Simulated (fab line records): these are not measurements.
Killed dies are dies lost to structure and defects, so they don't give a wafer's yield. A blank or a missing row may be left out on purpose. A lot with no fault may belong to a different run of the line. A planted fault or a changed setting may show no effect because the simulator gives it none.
8D (eight disciplines) problem report, filled in by code ; flow nand harc ; the parts of the form that need people (team, actions taken, sign-off) are left out

1. THE PROBLEM
killed dies at NHARC_END_SORT_01 reads a mean of 188 on 2 wafers of 2 lots; wafers without a fault read 63 with a standard deviation of 20. That is +6.2 standard deviations from the usual mean.
The first sign was on wafer L125.3 at day 27 04:40, on prober-01. The record has a number at this step for 6 wafers belonging to 2 lots. Rule for "out", or "out of limits": more than 4 standard deviations from the usual mean. All remaining wafers that have a number are taken as sound.

2. WHAT IT IS, WHAT IT ISN'T
question;is;is not
which readings at this step;killed dies, killed at array;killed at periphery, killed open
which lots;L125, L127;-
which wafers of those lots;L125.3, L127.1;L125.5, L125.6, L127.2, L127.4
read on which gauges;prober-01;-
when;from day 27 04:40;"up to then (0 sound wafers); but 4 sound wafers of L125, L127 came after"

3. SUSPECTS, AND WHAT RULES EACH OUT
Counting: a tool at a process step up to the reading stays a suspect if it ran every lot that is out. Sound lots after the first of them don't rule it out here, since some wafers of a struck lot are sound.
- the gauge at NHARC_END_SORT_01: ruled out. All the wafers that are out were read on prober-01, but those of them that NHARC_A_CONTACT_ETCH_106 has rows for are out there too, on other tools.
- rie diel-12 at NHARC_A_CONTACT_ETCH_106 (etches the open film in CF4/O2, target depth 90 nm, overetch 9 nm, time 49.5 s): kept. It ran every lot that is out, first L125 (day 24 21:46). Out on those wafers are its own readings of run length s.
- Within rie diel-12 at NHARC_A_CONTACT_ETCH_106: the wafers that are out ran in chamber 1; their sound lot-mates ran in chambers 0, 3.
The count leaves rie diel-12 at NHARC_A_CONTACT_ETCH_106.

4. THE CAUSE (what the simulator had put in)
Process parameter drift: rie diel-12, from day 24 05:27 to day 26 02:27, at NHARC_A_CONTACT_ETCH_106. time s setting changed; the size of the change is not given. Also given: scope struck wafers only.
Counting left only this tool.

5. THE CHAIN OF EFFECTS, in route order
One row per reading whose mean, taken over the struck wafers that have a number, lies over 3 standard deviations from the usual. Scope: only readings with a usual standard deviation given in the record; hours: median across lots of the time from each lot's start at the first step in this table that gives one to its start at this step; sigmas: change in usual standard deviations.
hours;step;reading;usual;on struck wafers;change;sigmas
0;NHARC_A_CONTACT_ETCH_106;run length s;70.6 s;66.9;-3.7;-8.6
54;NHARC_END_SORT_01;killed at array;59;185;+126;+6.3
54;NHARC_END_SORT_01;killed dies;63;188;+125;+6.2
The process steps in it:
- NHARC_A_CONTACT_ETCH_106: etches the open film in CF4/O2, target depth 90 nm, overetch 9 nm, time 49.5 s.

6. HOW IT WOULD HAVE BEEN CAUGHT EARLIER
71 hours passed between the start of the fault at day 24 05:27 and the first reading out of limits at a measuring or inspecting step in this record, taken at day 27 04:40.
The tool's own readings at NHARC_A_CONTACT_ETCH_106 were out on every struck wafer that the step has a row for (run length s): an alarm limit on them would have fired on the first of those.
By day 27 04:40, every lot that is out (2) had started NHARC_A_CONTACT_ETCH_106 on rie diel-12. Tool hold at that time: it would have spared none of them.
